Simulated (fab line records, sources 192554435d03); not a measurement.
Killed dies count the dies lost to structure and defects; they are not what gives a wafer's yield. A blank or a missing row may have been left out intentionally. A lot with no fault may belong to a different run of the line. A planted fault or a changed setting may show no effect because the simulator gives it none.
fab line records	flow n5-finfet	part 1 of 2: steps 1 to 4 of 6
record lots=23	wafers=69	last-day=19
route steps=1938 shown BEOL_M10@1507 BEOL_M11@1549
lots that met no fault: from a run of the same line without faults
start-h: the number of hours between the record's first day and the start of the first shown wafer of the lot	wait-h: hours elapsed since this lot's preceding step	" as in the row above	L1.1+2: several wafers, shown together as one row	- value missing, or start not given	* or withheld: withheld	< > ~ a bound
route shown NAME@n: NAME is a module with steps in the file, n the number in the route of the first one	usual: mean and standard deviation over wafers with no fault	same: alike in all rows	chamber/n: place in a boat	sites: readings site by site	_std_site: their standard deviation	_edge_site: inner sites' mean taken away from outer sites' mean	radius-mm: how far each site lies from the wafer's centre	mask NAME#n: copy n	behind: the most recent tool/chamber to have shaped the wafer	hold: why the lot was held/for how many hours/how that ended	device: the transistor (n, p or np) that didn't switch	end of line: tests of these same wafers at the route's end	a step without rows: its recipe alone	killed: the dies lost at the first sort to structure and to defects; this is not the yield of the wafer	map: a wafer's dies, marking killed ones x, the rest . and places with no die _
set.NAME: the setting as run; set.NAME@STEP: as run at that earlier step	model.NAME: the simulator's own value behind a step, which no gauge read
a sample of lots followed through the steps of the route, with each step as a table and each wafer as a row
services: the hour from which a tool's chamber was out of use, counted from the record's first day as start-h (under 0 if before that day), plus the number of hours and why
## steps
# step N5_BEOL_M10_ETCH_66
# recipe chemistry=N2/H2	target=SOC	target-depth-a=1200	overetch-a=240	mask-material=SiARC	temp-c=40	time-s=180	ion-energy-ev=200	pressure-mtorr=30	source-w=840	bias-w=150	n2-flow-sccm=200	h2-flow-sccm=200
# usual drypump-motor-current-A=5.9/0.41	n2-flow-sccm=200.0/0.66	oes-product-au=0.62/0.054	rf-vpp-V=523.7/2.1	showerhead-plenum-p-Torr=2.53/0.07	throttle-valve-pct=17.83/0.17
lot.wafer	tool	chamber	start-h	wait-h	drypump-motor-current-A	n2-flow-sccm	oes-product-au	rf-hours-counter-h	rf-vpp-V	showerhead-plenum-p-Torr	throttle-valve-pct
L074.2	rie-diel-03	1	237.26	0.0	5.5	201.3	0.65	92	524.6	2.58	17.98
L074.4	"	3	"	"	6.3	199.4	0.67	96	523.0	2.46	17.41
L074.5	"	1	"	"	5.5	199.9	0.64	-	524.3	2.58	17.99
L075.1	rie-diel-03	2	240.99	0.0	5.4	200.8	0.57	202	523.4	2.54	17.81
L075.3	"	3	"	"	6.3	200.1	0.66	97	520.8	2.45	17.42
L075.5	"	3	"	"	6.3	199.3	0.66	-	519.6	2.45	17.41
L076.1	rie-diel-03	0	245.43	0.0	6.1	199.3	0.57	195	523.5	2.49	17.96
L076.2	"	3	"	"	6.3	199.7	0.66	99	521.8	2.45	17.42
L076.6	"	1	"	"	5.4	200.2	0.64	-	524.4	2.58	18.00
L078.1	rie-diel-03	1	246.85	0.0	5.5	199.0	0.64	96	525.8	2.58	18.00
L078.2	"	2	"	"	5.4	200.7	0.57	203	524.2	2.54	17.83
L078.6	"	3	"	"	6.3	199.5	0.65	-	520.9	2.45	17.43
L077.2	rie-diel-01	0	252.03	0.0	6.5	199.3	0.62	166	525.9	2.63	17.97
L077.3	"	1	"	"	5.9	200.0	0.57	195	520.7	2.39	17.63
L077.4	"	2	"	"	6.2	199.2	0.69	55	524.7	2.58	17.87
L081.2	rie-diel-03	2	258.41	0.0	5.4	199.5	0.57	207	522.7	2.54	17.83
L081.3	"	3	"	"	6.3	200.8	0.65	104	521.9	2.45	17.43
L081.5	"	0	"	"	6.1	201.1	0.57	-	523.3	2.49	17.97
L080.1	rie-diel-06	3	264.43	0.0	5.3	200.0	0.66	68	525.8	2.57	17.75
L080.2	"	2	"	"	5.4	199.4	0.59	224	523.4	2.52	17.84
L080.6	"	2	"	"	5.4	201.2	0.58	-	522.9	2.52	17.85
L079.3	rie-diel-06	1	264.89	0.0	6.5	199.9	0.75	9	524.9	2.61	17.79
L079.4	"	0	"	"	5.8	200.1	0.61	152	528.4	2.63	17.69
L079.6	"	1	"	"	6.5	200.1	0.74	-	525.5	2.61	17.80
L083.1	rie-diel-01	0	265.12	0.0	6.5	200.4	0.61	172	527.9	2.63	17.98
L083.2	"	1	"	"	6.0	198.8	0.56	201	519.9	2.39	17.66
L083.3	"	2	"	"	6.2	199.2	0.69	61	526.4	2.58	17.87
L082.2	rie-diel-01	1	270.93	0.0	5.9	199.8	0.56	204	519.7	2.39	17.68
L082.5	"	0	"	"	6.5	199.8	0.61	-	526.4	2.63	17.99
L082.6	"	2	"	"	6.2	199.9	0.69	-	524.5	2.58	17.90
L084.1	rie-diel-03	3	286.94	0.0	6.3	200.1	0.65	114	520.5	2.45	17.45
L084.3	"	1	"	"	5.4	199.5	0.63	109	525.3	2.57	18.02
L084.6	"	0	"	"	6.1	200.4	0.56	-	523.0	2.48	17.97
L085.1	rie-diel-06	2	288.69	0.0	5.4	199.2	0.58	233	522.9	2.52	17.85
L085.2	"	3	"	"	5.3	199.4	0.65	76	525.0	2.57	17.76
L085.6	"	1	"	"	6.5	199.9	0.73	-	525.6	2.60	17.81
L086.4	rie-diel-03	2	301.88	0.0	5.4	199.7	0.56	221	523.0	2.53	17.85
L086.5	"	1	"	"	5.5	200.3	0.63	-	525.0	2.57	18.02
L086.6	"	2	"	"	5.4	199.2	0.57	-	523.2	2.53	17.85
L088.2	rie-diel-01	1	305.24	0.0	5.9	199.5	0.56	217	520.3	2.38	17.70
L088.3	"	3	"	"	6.1	201.0	0.75	10	521.9	2.50	17.77
L088.6	"	3	"	"	6.1	200.3	0.75	-	522.7	2.50	17.77
L089.3	rie-diel-03	1	319.54	0.0	5.5	198.8	0.63	120	523.7	2.57	18.02
L089.4	"	0	"	"	6.1	199.5	0.55	222	521.5	2.48	18.00
L089.6	"	0	"	"	6.1	199.3	0.55	-	523.5	2.48	18.02
L087.1	rie-diel-03	1	325.25	0.0	5.5	199.7	0.63	121	524.6	2.57	18.04
L087.3	"	2	"	"	5.4	200.3	0.56	228	523.8	2.53	17.86
L087.5	"	0	"	"	6.1	199.6	0.55	-	522.6	2.48	18.00
L092.1	rie-diel-06	1	325.39	0.0	6.5	200.3	0.71	29	525.8	2.60	17.82
L092.4	"	2	"	"	5.4	200.2	0.57	246	522.4	2.51	17.89
L092.5	"	3	"	"	5.3	199.4	0.65	-	526.1	2.56	17.78
L091.1	rie-diel-01	2	331.80	0.0	6.2	200.7	0.67	86	524.3	2.57	17.93
L091.3	"	1	"	"	5.9	200.1	0.55	224	520.2	2.38	17.70
L091.4	"	2	"	"	6.2	201.0	0.67	-	524.6	2.57	17.92
L090.1	rie-diel-03	2	332.35	0.0	5.4	201.2	0.55	231	522.9	2.53	17.88
L090.4	"	0	"	"	6.1	200.4	0.56	226	521.3	2.48	18.01
L090.6	"	3	"	"	6.3	199.9	0.64	-	521.5	2.44	17.47
L093.1	rie-diel-06	1	336.01	0.0	6.5	200.5	0.71	33	524.8	2.60	17.85
L093.4	"	2	"	"	5.4	201.0	0.57	249	521.8	2.51	17.87
L093.5	"	1	"	"	6.5	199.8	0.70	-	525.1	2.60	17.84
L095.1	rie-diel-01	1	366.00	0.0	6.0	200.0	0.55	240	519.5	2.38	17.74
L095.3	"	2	"	"	6.2	199.1	0.66	102	524.0	2.56	17.96
L095.4	"	0	"	"	6.4	200.3	0.59	203	527.5	2.62	18.04
L097.1	rie-diel-06	0	372.00	0.0	5.8	200.1	0.58	193	526.8	2.61	17.77
L097.2	"	1	"	"	6.5	201.3	0.69	50	525.9	2.59	17.86
L097.5	"	0	"	"	5.7	201.7	0.59	-	525.2	2.61	17.75
L096.4	rie-diel-03	3	393.63	0.0	6.3	199.7	0.62	150	521.4	2.43	17.50
L096.5	"	2	"	"	5.4	199.4	0.55	-	522.6	2.52	17.90
L096.6	"	3	"	"	6.3	200.6	0.62	-	519.7	2.43	17.51
# step N5_BEOL_M10_STRIP_36
# recipe chemistry=N2/H2	power-w=450	temp-c=40	pressure-mtorr=20	rf-frequency-hz=6e+07	overash-fraction=0.3	bias-power-w=7	h2-frac=0.5	n2-flow-sccm=200	h2-flow-sccm=200
# usual drypump-motor-current-A=5.9/0.42	n2-flow-sccm=200.0/0.64	oes-product-au=0.77/0.073	power-w=450.1/1.3	rf-vpp-V=59.0/2	showerhead-plenum-p-Torr=2.53/0.07	throttle-valve-pct=23.58/0.22
lot.wafer	tool	chamber	start-h	wait-h	drypump-motor-current-A	n2-flow-sccm	oes-product-au	power-w	rf-hours-counter-h	rf-vpp-V	showerhead-plenum-p-Torr	throttle-valve-pct
L074.2	rie-diel-03	1	237.45	0.0	5.4	200.4	0.78	449.5	92	57.1	2.57	23.67
L074.4	"	3	"	"	6.3	201.3	0.83	452.2	96	54.0	2.45	23.22
L074.5	"	1	"	"	5.4	199.7	0.82	450.7	-	57.3	2.57	23.67
L075.1	rie-diel-03	2	241.17	0.0	5.4	200.1	0.71	449.8	202	61.7	2.54	23.75
L075.3	"	3	"	"	6.3	200.1	0.83	452.4	97	58.2	2.45	23.19
L075.5	"	3	"	"	6.3	200.4	0.83	451.5	-	60.4	2.45	23.22
L076.1	rie-diel-03	0	245.61	0.0	6.1	200.9	0.70	450.8	195	59.5	2.49	23.66
L076.2	"	3	"	"	6.3	199.8	0.82	450.3	99	61.5	2.45	23.21
L076.6	"	1	"	"	5.4	199.2	0.80	449.7	-	61.6	2.57	23.65
L078.1	rie-diel-03	1	247.04	0.0	5.4	199.3	0.80	449.8	96	59.5	2.57	23.62
L078.2	"	2	"	"	5.4	200.9	0.71	447.9	204	60.8	2.54	23.77
L078.6	"	3	"	"	6.3	199.1	0.81	450.2	-	58.2	2.45	23.19
L077.2	rie-diel-01	0	252.22	0.0	6.5	200.7	0.76	452.4	166	60.3	2.63	23.87
L077.3	"	1	"	"	6.0	200.3	0.71	449.7	195	56.9	2.39	23.21
L077.4	"	2	"	"	6.2	200.4	0.88	449.8	55	58.6	2.58	23.63
L081.2	rie-diel-03	2	258.59	0.0	5.4	200.0	0.71	451.2	207	56.8	2.53	23.77
L081.3	"	3	"	"	6.3	199.7	0.83	450.5	104	59.6	2.45	23.19
L081.5	"	0	"	"	6.1	200.1	0.69	451.1	-	58.1	2.48	23.66
L080.1	rie-diel-06	3	264.61	0.0	5.3	200.8	0.80	447.4	68	59.3	2.57	23.54
L080.2	"	2	"	"	5.4	199.6	0.71	450.5	224	55.7	2.52	23.48
L080.6	"	2	"	"	5.4	200.5	0.71	450.0	-	59.5	2.52	23.47
L079.3	rie-diel-06	1	265.08	0.0	6.5	200.2	0.95	449.5	9	61.2	2.60	23.77
L079.4	"	0	"	"	5.7	200.2	0.77	450.1	152	62.2	2.63	23.28
L079.6	"	1	"	"	6.5	199.3	0.97	448.3	-	57.8	2.60	23.73
L083.1	rie-diel-01	0	265.31	0.0	6.4	200.6	0.76	448.2	172	61.6	2.63	23.87
L083.2	"	1	"	"	5.9	199.0	0.71	451.3	201	61.1	2.39	23.22
L083.3	"	2	"	"	6.2	200.2	0.86	450.8	61	59.5	2.58	23.65
L082.2	rie-diel-01	1	271.12	0.0	6.0	200.0	0.71	450.4	204	60.8	2.39	23.22
L082.5	"	0	"	"	6.4	200.5	0.75	451.2	-	61.0	2.63	23.90
L082.6	"	2	"	"	6.3	199.8	0.86	450.4	-	59.4	2.58	23.63
L084.1	rie-diel-03	3	287.13	0.0	6.3	199.9	0.82	448.7	114	57.5	2.44	23.23
L084.3	"	1	"	"	5.5	199.9	0.76	450.0	110	59.4	2.57	23.67
L084.6	"	0	"	"	6.1	200.7	0.69	453.3	-	55.9	2.48	23.66
L085.1	rie-diel-06	2	288.88	0.0	5.4	200.1	0.70	448.0	233	61.0	2.51	23.46
L085.2	"	3	"	"	5.3	201.0	0.78	450.8	76	59.0	2.56	23.56
L085.6	"	1	"	"	6.5	199.6	0.93	451.3	-	58.0	2.60	23.78
L086.4	rie-diel-03	2	302.06	0.0	5.4	200.0	0.69	451.6	221	58.8	2.53	23.75
L086.5	"	1	"	"	5.5	200.3	0.76	448.4	-	58.5	2.57	23.65
L086.6	"	2	"	"	5.4	200.8	0.69	452.7	-	58.7	2.53	23.77
L088.2	rie-diel-01	1	305.43	0.0	5.9	200.7	0.70	447.4	217	60.2	2.38	23.24
L088.3	"	3	"	"	6.1	199.8	0.93	450.1	10	61.4	2.49	23.72
L088.6	"	3	"	"	6.1	199.8	0.92	450.5	-	60.6	2.49	23.68
L089.3	rie-diel-03	1	319.72	0.0	5.5	201.5	0.78	447.9	120	58.0	2.56	23.68
L089.4	"	0	"	"	6.1	200.0	0.69	447.7	222	60.3	2.48	23.67
L089.6	"	0	"	"	6.1	199.6	0.68	447.5	-	56.4	2.48	23.66
L087.1	rie-diel-03	1	325.44	0.0	5.5	199.1	0.78	451.7	121	57.7	2.56	23.68
L087.3	"	2	"	"	5.4	200.8	0.68	450.0	228	56.7	2.53	23.77
L087.5	"	0	"	"	6.1	199.9	0.67	449.2	-	58.8	2.47	23.66
L092.1	rie-diel-06	1	325.57	0.0	6.5	199.5	0.91	450.6	29	59.9	2.59	23.77
L092.4	"	2	"	"	5.4	199.8	0.70	450.8	246	58.5	2.51	23.51
L092.5	"	3	"	"	5.3	200.4	0.79	446.6	-	60.6	2.56	23.57
L091.1	rie-diel-01	2	331.99	0.0	6.2	199.9	0.84	450.7	86	60.3	2.57	23.67
L091.3	"	1	"	"	5.9	198.1	0.68	449.6	224	56.2	2.38	23.27
L091.4	"	2	"	"	6.3	199.9	0.84	451.3	-	62.2	2.56	23.65
L090.1	rie-diel-03	2	332.53	0.0	5.4	200.2	0.70	451.6	231	62.5	2.52	23.75
L090.4	"	0	"	"	6.1	200.6	0.68	451.4	226	62.2	2.47	23.69
L090.6	"	3	"	"	6.3	199.4	0.80	449.1	-	56.0	2.44	23.22
L093.1	rie-diel-06	1	336.19	0.0	6.5	199.8	0.89	449.8	33	59.1	2.59	23.82
L093.4	"	2	"	"	5.4	200.1	0.71	449.2	249	56.7	2.51	23.52
L093.5	"	1	"	"	6.5	199.9	0.90	451.5	-	60.6	2.59	23.79
L095.1	rie-diel-01	1	366.19	0.0	5.9	199.1	0.66	448.8	240	59.6	2.37	23.26
L095.3	"	2	"	"	6.2	199.9	0.82	451.1	102	59.5	2.56	23.68
L095.4	"	0	"	"	6.5	199.2	0.74	449.7	203	57.4	2.62	23.91
L097.1	rie-diel-06	0	372.19	0.0	5.7	200.4	0.75	450.1	193	57.9	2.61	23.31
L097.2	"	1	"	"	6.5	200.2	0.86	451.3	50	62.0	2.59	23.82
L097.5	"	0	"	"	5.7	199.5	0.74	449.7	-	55.9	2.61	23.34
L096.4	rie-diel-03	3	393.82	0.0	6.3	199.8	0.78	451.8	150	57.5	2.43	23.24
L096.5	"	2	"	"	5.4	200.4	0.68	451.8	-	55.0	2.52	23.82
L096.6	"	3	"	"	6.3	199.8	0.77	449.3	-	61.1	2.43	23.29
# step N5_BEOL_M11_CD_MEAS_11
# recipe target-cd-nm=64.1	landing-energy-ev=500	detector=se-inlens	polarity=opening
# usual cd-nm=63.9/0.83
lot.wafer	tool	chamber	start-h	wait-h	cd-nm
L074.2	cd-sem-02	0	242.24	-	64.9
L074.4	"	0	"	"	64.6
L074.5	"	0	"	"	64.6
L075.1	cd-sem-03	0	246.45	-	64.9
L075.3	"	0	"	"	65.7
L075.5	"	0	"	"	63.2
L076.1	cd-sem-03	0	253.01	-	64.0
L076.2	"	0	"	"	64.2
L076.6	"	0	"	"	65.7
L078.1	cd-sem-01	0	253.23	-	65.0
L078.2	"	0	"	"	64.0
L078.6	"	0	"	"	64.5
L077.2	cd-sem-01	0	256.76	-	64.4
L077.3	"	0	"	"	63.9
L077.4	"	0	"	"	63.8
L081.2	cd-sem-02	0	263.66	-	63.0
L081.3	"	0	"	"	64.1
L081.5	"	0	"	"	63.2
L079.3	cd-sem-03	0	269.58	-	63.5
L079.4	"	0	"	"	63.8
L079.6	"	0	"	"	63.9
L080.1	cd-sem-02	0	271.64	-	63.9
L080.2	"	0	"	"	63.1
L080.6	"	0	"	"	63.1
L083.1	cd-sem-02	0	272.00	-	63.7
L083.2	"	0	"	"	63.1
L083.3	"	0	"	"	63.0
L082.2	cd-sem-03	0	275.50	-	62.6
L082.5	"	0	"	"	62.5
L082.6	"	0	"	"	62.8
L084.1	cd-sem-01	0	294.95	-	64.4
L084.3	"	0	"	"	64.7
L084.6	"	0	"	"	62.8
L085.1	cd-sem-01	0	295.47	-	63.4
L085.2	"	0	"	"	63.6
L085.6	"	0	"	"	64.3
L086.4	cd-sem-02	0	309.68	-	64.2
L086.5	"	0	"	"	64.5
L086.6	"	0	"	"	64.8
L088.2	cd-sem-02	0	310.38	-	64.6
L088.3	"	0	"	"	66.6
L088.6	"	0	"	"	64.2
L089.3	cd-sem-03	0	328.20	-	63.2
L089.4	"	0	"	"	63.1
L089.6	"	0	"	"	63.7
L087.1	cd-sem-01	0	331.31	-	64.3
L087.3	"	0	"	"	63.0
L087.5	"	0	"	"	63.2
L092.1	cd-sem-03	0	331.53	-	62.6
L092.4	"	0	"	"	62.6
L092.5	"	0	"	"	62.8
L090.1	cd-sem-01	0	337.09	-	63.7
L090.4	"	0	"	"	62.9
L090.6	"	0	"	"	63.9
L091.1	cd-sem-02	0	337.25	-	62.8
L091.3	"	0	"	"	63.7
L091.4	"	0	"	"	64.4
L093.1	cd-sem-01	0	343.32	-	64.4
L093.4	"	0	"	"	62.7
L093.5	"	0	"	"	63.8
L095.1	cd-sem-01	0	373.00	-	64.6
L095.3	"	0	"	"	64.6
L095.4	"	0	"	"	64.0
L097.1	cd-sem-02	0	380.11	-	62.7
L097.2	"	0	"	"	63.5
L097.5	"	0	"	"	63.4
L096.4	cd-sem-01	0	398.17	-	63.5
L096.5	"	0	"	"	63.1
L096.6	"	0	"	"	62.6
# step N5_BEOL_M11_HM_OPEN_17
# recipe chemistry=Cl2/BCl3	target-depth-a=200	overetch-a=60	target=TiN	mask-material=SOC	ion-energy-ev=150	pressure-mtorr=10	icp-w=1000	bias-w=126	Cl2_flow_sccm=53.25	bcl3-flow-sccm=21.75	Ar_flow_sccm=25
# usual drypump-motor-current-A=5.6/0.35	oes-product-au=0.69/0.076	throttle-valve-pct=21.95/0.18
lot.wafer	tool	chamber	start-h	wait-h	drypump-motor-current-A	oes-product-au	rf-hours-counter-h	throttle-valve-pct
L074.2	rie-metal-02	0	242.60	0.0	6.1	0.73	20	22.00
L074.4	"	1	"	"	5.5	0.71	-	21.82
L074.5	"	0	"	"	6.1	0.73	-	22.02
L075.1	rie-metal-01	0	247.03	0.0	5.1	0.48	161	22.47
L075.3	"	0	"	"	5.0	0.48	-	22.48
L075.5	"	0	"	"	5.1	0.49	-	22.47
L076.1	rie-metal-01	0	253.37	0.0	5.0	0.48	162	22.46
L076.2	"	0	"	"	5.0	0.47	-	22.49
L076.6	"	0	"	"	5.0	0.48	-	22.48
L078.1	rie-metal-02	0	253.59	0.0	6.1	0.71	21	22.02
L078.2	"	1	"	"	5.5	0.69	33	21.82
L078.6	"	0	"	"	6.1	0.72	-	22.03
L077.2	rie-metal-02	0	257.45	0.1	6.1	0.72	22	22.02
L077.3	"	0	"	"	6.1	0.72	-	22.02
L077.4	"	1	"	"	5.5	0.69	-	21.86
L081.2	rie-metal-01	1	264.05	0.1	5.4	0.73	-	21.76
L081.3	"	1	"	"	5.4	0.74	-	21.76
L081.5	"	1	"	"	5.4	0.72	-	21.78
L079.3	rie-metal-03	0	269.97	0.1	5.6	0.75	-	21.87
L079.4	"	1	"	"	5.7	0.65	-	21.99
L079.6	"	0	"	"	5.6	0.76	-	21.88
L080.1	rie-metal-03	1	272.21	0.0	5.6	0.65	46	22.00
L080.2	"	0	"	"	5.7	0.76	17	21.88
L080.6	"	1	"	"	5.7	0.64	-	22.02
L083.1	rie-metal-02	0	272.45	0.0	6.1	0.71	23	22.01
L083.2	"	1	"	"	5.5	0.68	35	21.86
L083.3	"	1	"	"	5.5	0.69	-	21.85
L082.2	rie-metal-01	1	275.89	0.1	5.4	0.72	-	21.79
L082.5	"	1	"	"	5.4	0.72	-	21.78
L082.6	"	1	"	"	5.4	0.74	-	21.78
L084.1	rie-metal-02	1	295.41	0.0	5.5	0.69	37	21.86
L084.3	"	0	"	"	6.1	0.72	-	22.00
L084.6	"	1	"	"	5.5	0.69	-	21.85
L085.1	rie-metal-03	1	295.95	0.0	5.7	0.65	48	22.00
L085.2	"	0	"	"	5.7	0.74	18	21.91
L085.6	"	0	"	"	5.7	0.76	-	21.89
L086.4	rie-metal-01	1	310.06	0.1	5.5	0.72	-	21.79
L086.5	"	0	"	"	5.0	0.83	-	21.82
L086.6	"	1	"	"	5.4	0.72	-	21.78
L088.2	rie-metal-03	1	310.81	0.0	5.7	0.63	49	22.01
L088.3	"	1	"	"	5.6	0.65	-	22.00
L088.6	"	0	"	"	5.7	0.74	-	21.91
L089.3	rie-metal-02	0	328.59	0.1	6.1	0.69	-	22.03
L089.4	"	1	"	"	5.5	0.68	-	21.88
L089.6	"	1	"	"	5.5	0.68	-	21.86
L087.1	rie-metal-02	0	331.67	0.0	6.1	0.71	30	22.02
L087.3	"	0	"	"	6.2	0.71	-	22.00
L087.5	"	1	"	"	5.5	0.69	-	21.84
L092.1	rie-metal-02	1	331.98	0.0	5.5	0.68	41	21.86
L092.4	"	1	"	"	5.5	0.69	-	21.88
L092.5	"	1	"	"	5.5	0.69	-	21.84
L090.1	rie-metal-02	0	337.45	0.0	6.1	0.70	30	22.04
L090.4	"	1	"	"	5.5	0.69	-	21.83
L090.6	"	0	"	"	6.1	0.71	-	22.02
L091.1	rie-metal-03	1	337.61	0.0	5.7	0.63	52	22.02
L091.3	"	1	"	"	5.7	0.62	-	22.03
L091.4	"	0	"	"	5.7	0.72	-	21.92
L093.1	rie-metal-02	1	344.07	0.0	5.5	0.69	42	21.84
L093.4	"	0	"	"	6.2	0.70	-	22.02
L093.5	"	0	"	"	6.2	0.70	-	22.02
L095.1	rie-metal-01	0	373.37	0.0	5.1	0.81	8	21.80
L095.3	"	1	"	"	5.4	0.70	-	21.80
L095.4	"	0	"	"	5.0	0.80	-	21.80
L097.1	rie-metal-01	1	380.47	0.0	5.4	0.69	27	21.77
L097.2	"	0	"	"	5.0	0.79	8	21.83
L097.5	"	0	"	"	5.0	0.79	-	21.83
L096.4	rie-metal-02	0	398.56	0.1	6.1	0.68	-	22.05
L096.5	"	1	"	"	5.5	0.67	-	21.87
L096.6	"	0	"	"	6.1	0.69	-	22.04
